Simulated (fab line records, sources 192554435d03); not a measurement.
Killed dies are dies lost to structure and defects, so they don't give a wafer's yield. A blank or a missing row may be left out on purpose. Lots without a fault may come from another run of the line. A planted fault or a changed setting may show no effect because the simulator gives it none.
Problem report in the 8D (eight disciplines) form, filled by code | flow n5_finfet | the parts of the form that need people (team, actions taken, sign-off) are left out

1. THE PROBLEM
MD_CAP_THK at N5_MOL_CONTACT_COAG_THK_MEAS_29 reads a mean of 27.12 nm on 2 wafers of 2 lots; wafers without a fault read 17.93 nm with a standard deviation of 0.092. That is +99 or more standard deviations from the usual mean.
First seen on wafer L387.4, day 9 15:18, on film_metro-02. The record holds 26 wafers of 9 lots with a number at this step. Rule for "out", or "out of limits": more than 4 standard deviations from the usual mean. The other wafers with a number count as sound.

2. WHAT IT IS AND WHAT IT IS NOT
question                    | is               | is not
which readings at this step | MD_CAP_THK       | -
which lots                  | L387, L389       | L369, L371, L376, L378, L379, L380, L392
which wafers of those lots  | L387.4, L389.5   | L387.2, L387.3, L389.3
read on which gauges        | film_metro-02    | film_metro-01
when                        | from day 9 15:18 | up to then (20 sound wafers); but 4 sound wafers of L389, L392 came after

3. SUSPECTS, AND WHAT RULES EACH OUT
Counting: a tool at a process step up to the reading stays a suspect if it ran every lot that is out. Sound lots after the first of them don't rule it out here, since some wafers of a struck lot are sound.
- the gauge at N5_MOL_CONTACT_COAG_THK_MEAS_29: ruled out. All the wafers that are out were read on film_metro-02, but those of them that N5_GATE_CUT_ETCH_19 has rows for are out there too, on other tools.
- cmp-02 at N5_HKMG_FIN_CMP_23 (polishes, stops on SiNx, t overpolish 10 s, target thk 46.326 nm): kept. It ran every lot that is out, first L387 (day 8 21:44); its last sound lot up to then is L378 (day 6 17:32).
- ald_sin-03 at N5_GATE_CUT_SAC_CAP_01 (material SiNx, target thk 24 nm, pulse time 1 s, ald cycles 480): kept. It ran every lot that is out, first L387 (day 8 23:05); its last sound lot up to then is L380 (day 7 05:32).
- Within cmp-02 at N5_HKMG_FIN_CMP_23: the wafers that are out ran in chambers 0, 1; their sound lot-mates ran in chambers 2, 3.
- Within ald_sin-03 at N5_GATE_CUT_SAC_CAP_01: the wafers that are out ran in chambers 2, 3; their sound lot-mates ran in chambers 0, 1.
Left after counting: cmp-02 at N5_HKMG_FIN_CMP_23, ald_sin-03 at N5_GATE_CUT_SAC_CAP_01.

4. THE CAUSE (what the simulator had put in)
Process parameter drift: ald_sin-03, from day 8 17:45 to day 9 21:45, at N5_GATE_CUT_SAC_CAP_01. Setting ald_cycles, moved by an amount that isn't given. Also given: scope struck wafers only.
Counting left 2 suspects, and this tool is among them.

5. THE CHAIN OF EFFECTS, in route order
Each row: a reading whose mean over the struck wafers that have a number lies more than 3 standard deviations from the usual. Only readings for which the record gives a usual standard deviation are gone through. hours: the time from each lot's start at the first step in this table that gives one to its start at this step, as a median over the lots. sigmas: the change in usual standard deviations.
hours | step                            | reading           | usual    | on struck wafers | change | sigmas
0     | N5_GATE_CUT_ETCH_19             | etch_rf_on_time_s | 77.4 s   | 60.8             | -16.7  | -12
13    | N5_MOL_CONTACT_COAG_THK_MEAS_29 | MD_CAP_THK        | 17.93 nm | 27.12            | +9.19  | +99 or more
15    | N5_MOL_CONTACT_COAG_ETCH_47     | etch_rf_on_time_s | 31.0 s   | 48.2             | +17.2  | +36
The process steps in it:
- N5_GATE_CUT_ETCH_19: etches SiNx in CH3F/O2, target depth 53.7 nm, time 76.7 s.
- N5_MOL_CONTACT_COAG_ETCH_47: etches SiNx in CH3F/O2, stops on W, target depth 27 nm.

6. WHAT WOULD HAVE CAUGHT IT SOONER
In this record the first reading out of limits at a measuring or inspecting step was taken at day 9 15:18, 22 hours after the fault began at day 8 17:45.
Of the tool readings at N5_GATE_CUT_SAC_CAP_01 for which the record gives a usual standard deviation, none was out on any struck wafer, so an alarm limit of 4 standard deviations on them would not have fired.
All the lots that are out (2) had begun N5_GATE_CUT_SAC_CAP_01 on ald_sin-03 by day 9 15:18. A hold on the tool at that time would have spared none of them.
